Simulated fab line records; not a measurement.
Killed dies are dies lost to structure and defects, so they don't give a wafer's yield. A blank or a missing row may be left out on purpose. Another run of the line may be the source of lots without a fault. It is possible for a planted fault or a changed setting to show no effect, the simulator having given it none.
Split-lot trial ; flow n5 finfet ; 7 lots, 21 wafers read, on a route of 1938 steps

THE SPLIT ITSELF
At N5_FIN_SAQP_SPACER1_ALD_24 (deposits SiO2, target thk 20.3 nm, pulse time 1 s, purge time 2 s), the setting temp c was moved away from the recipe's 300 C on 8 of the 21 wafers read, by -2.9% to +3.9%. This setting was run at the recipe's value on the other wafers.

The reading is taken at the split's own step.

THE READING
SiO2_of_FIN_SAQP_SPACER1_ALD_24.thk nm (the simulator's own value, which no gauge read), in nm, at N5_FIN_SAQP_SPACER1_ALD_24 (deposits SiO2, target thk 20.3 nm, pulse time 1 s, purge time 2 s). No usual value for it is given in the file. The 13 wafers here that ran the recipe average 20.3 nm, standard deviation 0.1 nm.

wafer;tool, chamber at the split;temp c as run, C;against the recipe;SiO2_of_FIN_SAQP_SPACER1_ALD_24.thk nm, nm;against lot-mates on the recipe
L076.1;ald sin-01, 0;300;recipe;20.4;-
L076.5;ald sin-01, 1,2;311.7;+3.9%;20;-0.4
L076.6;ald sin-01, 1,2;311.7;+3.9%;20;-0.4
L078.1;ald sin-01, 2,1,0;309.7;+3.2%;20.2;no lot-mate on the recipe
L078.2;ald sin-01, 2,1,0;309.7;+3.2%;20.2;no lot-mate on the recipe
L078.4;ald sin-01, 2,1,0;309.7;+3.2%;20.2;no lot-mate on the recipe
L080.1;ald sin-02, 0;307.7;+2.6%;19.8;-0.6
L080.2;ald sin-02, 3;300;recipe;20.4;-
L080.5;ald sin-02, 0;307.7;+2.6%;20;-0.4
L084.2;ald sin-02, 0,1,1;300;recipe;20.2;-
L084.3;ald sin-02, 0,1,1;300;recipe;20.2;-
L084.6;ald sin-02, 0,1,1;300;recipe;20.2;-
L090.1;ald sin-02, 1,2;300;recipe;20.4;-
L090.3;ald sin-02, 1,2;300;recipe;20.4;-
L090.5;ald sin-02, 0;300;recipe;20.2;-
L093.1;ald sin-01, 1;300;recipe;20.4;-
L093.3;ald sin-01, 3,0;300;recipe;20.2;-
L093.4;ald sin-01, 3,0;300;recipe;20.2;-
L095.1;ald sin-03, 0;300;recipe;20.2;-
L095.3;ald sin-03, 1;300;recipe;20.4;-
L095.6;ald sin-03, 1;291.2;-2.9%;20.8;+0.5
Rows listing several chambers each stand for several wafers; the file does not say which wafer went through which chamber.

FIT RESULTS
A straight line over all 21 wafers: SiO2_of_FIN_SAQP_SPACER1_ALD_24.thk nm changes by -0.0862 nm for each +1% of temp c; r = -0.75; the points scatter about the line by 0.14 nm.
The same after taking each lot's own level away (the mean of its wafers on the recipe; 18 wafers): -0.138 nm for each +1%; r = -0.91; scatter 0.11 nm.
Per that fit: largest temp c move, reading shift of 0.54 nm.
The lots' own levels span 20.20 to 20.40 nm, that is 2.0 times the standard deviation above.
So the lot-to-lot level blurs the effect unless lot-mates are compared.
Check: -0.589 nm against its lot-mates is what the line predicts for one of the wafers moved furthest among these (+3.9%) when that wafer is left out of the fit. It came out at -0.4 nm against them.

FURTHER SPLITS ON THESE WAFERS
Before the reading, these wafers also passed through other splits. Each is held against what the fit with the lots' levels taken away leaves over:
other split on the same wafers;wafers away from the commonest value;r with SiO2_of_FIN_SAQP_SPACER1_ALD_24.thk nm (lot level and that fit taken away)
N5_FIN_SAQP_HM_DEP_03 time s;5;-0.20

THE FILE'S OWN FIT
SiO2_of_FIN_SAQP_SPACER1_ALD_24.thk nm changes by -0.142 nm for each +1% of temp c, r = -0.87.
